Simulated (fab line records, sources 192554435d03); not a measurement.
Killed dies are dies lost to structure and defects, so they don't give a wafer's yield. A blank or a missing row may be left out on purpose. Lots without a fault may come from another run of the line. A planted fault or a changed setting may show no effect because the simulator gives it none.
One fault seen from 3 desks | flow n5_finfet | each desk has only its own numbers; what lay behind them comes last

THE DEFECT DESK
What the inspections along the route counted, lot by lot: means of the sampled wafers that have a number. A lot is out of limits, marked OUT, if its mean lies more than 4 standard deviations from the usual mean; the brackets give that distance.
Columns: A = raw_defect_count at N5_BEOL_M6_INSPECT_30, usual 398
lot  | first seen here | A
L813 | day 10 12:48    | 440
L822 | day 13 14:06    | 398
L824 | day 15 01:29    | 455
L832 | day 16 05:56    | 514
L835 | day 17 01:02    | 379
L834 | day 17 03:14    | 231
This desk's finding: nothing out of limits on any of the 6 lots.

THE TOOL OWNER'S DESK: rie_diel-01
The tool's own readings at N5_BEOL_M6_ETCH_66 (etches SOC in N2/H2, target depth 80 nm, overetch 16 nm, time 120 s): means of the sampled wafers that have a number, for each lot that ran on this tool. A lot is out of limits, marked OUT, if its mean lies more than 4 standard deviations from the usual mean; the brackets give that distance.
Columns: A = bias_w at N5_BEOL_M6_ETCH_66, usual 150.0 W; B = drypump_motor_current_A at N5_BEOL_M6_ETCH_66, usual 5.8 A; C = oes_product_au at N5_BEOL_M6_ETCH_66, usual 0.60 a.u.; D = rf_fwd_power_W at N5_BEOL_M6_ETCH_66, usual 836.3 W; E = rf_vpp_V at N5_BEOL_M6_ETCH_66, usual 523.8 V; F = showerhead_plenum_p_Torr at N5_BEOL_M6_ETCH_66, usual 2.54 Torr; G = throttle_valve_pct at N5_BEOL_M6_ETCH_66, usual 17.79 %
lot  | first seen here | A               | B   | C    | D     | E                | F    | G
L824 | day 15 01:36    | 150.4           | 6.2 | 0.64 | 835.4 | 520.5            | 2.47 | 17.68
L832 | day 16 06:03    | 143.7 (-13) OUT | 6.3 | 0.64 | 834.6 | 508.0 (-6.9) OUT | 2.47 | 17.56
L834 | day 17 03:23    | 143.9 (-13) OUT | 6.0 | 0.70 | 838.4 | 508.0 (-6.9) OUT | 2.48 | 17.61
This desk's finding: out of limits on L832, L834; first on L832, day 16 06:03 (bias_w at N5_BEOL_M6_ETCH_66). In limits: L824.

THE METROLOGY DESK
What the gauges read, lot by lot, whatever tool the lot ran on: means of the sampled wafers that have a number. A lot is out of limits, marked OUT, if its mean lies more than 4 standard deviations from the usual mean; the brackets give that distance.
Columns: A = cd_nm at N5_BEOL_M6_CD_MEAS_28, usual 39.98 nm; B = V5_OVL at N5_BEOL_M6_OVL_MEAS_29, usual -0.4 nm
lot  | first seen here | A     | B
L813 | day 10 12:43    | 40.01 | 0.1
L822 | day 13 14:01    | 40.00 | 0.4
L824 | day 15 01:23    | 40.13 | -0.7
L832 | day 16 05:51    | 40.01 | -0.0
L835 | day 17 00:56    | 40.21 | -0.1
L834 | day 17 03:09    | 39.93 | -0.3
This desk's finding: nothing out of limits on any of the 6 lots.

PUT TOGETHER
The tool owner's desk could have raised an alarm at day 16 06:03, on L832, L834.
The defect desk saw nothing out of limits.
The metrology desk saw nothing out of limits.
The defect desk has L832, L834 on record, within its limits.
The metrology desk has L832, L834 on record, within its limits.
Of the lots named, all ran N5_BEOL_M6_ETCH_66 on rie_diel-01.

WHAT THE SIMULATOR HAD PUT IN
Process parameter drift: rie_diel-01, from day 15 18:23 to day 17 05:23, at N5_BEOL_M6_ETCH_66. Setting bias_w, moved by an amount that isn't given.
Lots struck among those shown: L832, L834.
Hours from the fault's start to each desk's first reading out of limits: the tool owner's desk, 12.
